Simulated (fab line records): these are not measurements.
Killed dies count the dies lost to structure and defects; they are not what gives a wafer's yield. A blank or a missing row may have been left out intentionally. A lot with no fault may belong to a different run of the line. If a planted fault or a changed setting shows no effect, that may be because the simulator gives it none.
Struck lot and sound lot, side by side | flow nand_harc | 15 steps out of a route of 1302
Sound: these wafers, L692.2, L692.5, L692.6. Wafers struck: L683.2, L683.4, L683.5. The cause is named last.
At each step with rows: each side's tool, then ch and its chambers, then its first start. Under that, the readings that differ: sound wafers | struck wafers | difference of the means | sigmas: that difference in standard deviations of wafers without a fault.
alike: words and numbers the same on both sides, and readings whose means are apart by under 2 such deviations; not compared: readings that were withheld, readings missing a value for some wafer, numbers with overlapping values and no deviation given by the record, and bounds like >300 which may hide the same value.
The two part at a step that has a row with sigmas, a row that says differs or no value, or rows on one side only. When numbers do not overlap yet have no deviation, they are printed without sigmas and do not part them. A reading that every wafer of one side lacks parts them only if that side has two wafers or more.

first, 4 steps without rows for these wafers: NHARC_A_ZERO_WELL_STRIP_14 (strips in SPM, time 900 s); NHARC_A_ZERO_WELL_IMPLANT_15; NHARC_A_ZERO_WELL_PRECLEAN_22 (cleans in SC1, time 60 s); NHARC_A_ZERO_WELL_SRD_23.
NHARC_A_ZERO_WELL_RTA_16: time 10 s.
  sound on rtp_anneal-02 ch 0, day 14 18:56; struck on rtp_anneal-02 ch 0, day 10 10:04
  alike: lamp_power_pct, lamp_zone_7_pct, wafer_temp_C_max
NHARC_A_ZERO_WELL_INSPECT_17:
  sound: defect_inspect-02 at day 14 19:06; struck: defect_inspect-01 at day 10 10:14
  alike: raw_defect_count
then, 3 steps without rows for these wafers: NHARC_A_SOURCE_PLATE_PRECLEAN_00 (cleans in HF-LAST, time 60 s); NHARC_A_SOURCE_PLATE_SRD_01; NHARC_A_SOURCE_PLATE_OXIDE_02 (material SiO2, target thk 10 nm, ox time 1362 s).
NHARC_A_SOURCE_PLATE_THK_MEAS_09: measures by ellipsometry.
  sound: film_metro-01 at day 15 01:53; struck: film_metro-01 at day 10 17:02
  alike: thk_nm
then, 1 step without rows for these wafers: NHARC_A_SOURCE_PLATE_PVD_04 (deposits WSi2, target thk 50 nm).
NHARC_A_SOURCE_PLATE_CVD_03: deposits poly-Si, target thk 200 nm, time 4000 s.
  struck on lpcvd_poly-04, day 10 19:37; sound on lpcvd_poly-03 ch 0, day 15 04:22
  no value came back on the struck wafers for pressure_mtorr (mTorr), run_length_s (s); on the sound wafers pressure_mtorr (mTorr) reads 199.7 200.0 200.3
then, 1 step without rows for these wafers: NHARC_A_SOURCE_PLATE_ANNEAL_05 (time 1800 s).
NHARC_A_SOURCE_PLATE_THK_MEAS_06: measures by ellipsometry.
  sound: film_metro-01 at day 15 14:45; struck: film_metro-02 at day 11 06:05
  reading     | sound             | struck         | difference | sigmas
  thk_nm (nm) | 195.2 193.9 197.7 | 49.3 49.3 50.8 | -145.8     | -77
then, 1 step without rows for these wafers: NHARC_END_SORT_01.

WHERE THEY PART
At NHARC_A_SOURCE_PLATE_CVD_03 first; at NHARC_A_SOURCE_PLATE_THK_MEAS_06 last (within this record only).

WHY: what had been put in by the simulator
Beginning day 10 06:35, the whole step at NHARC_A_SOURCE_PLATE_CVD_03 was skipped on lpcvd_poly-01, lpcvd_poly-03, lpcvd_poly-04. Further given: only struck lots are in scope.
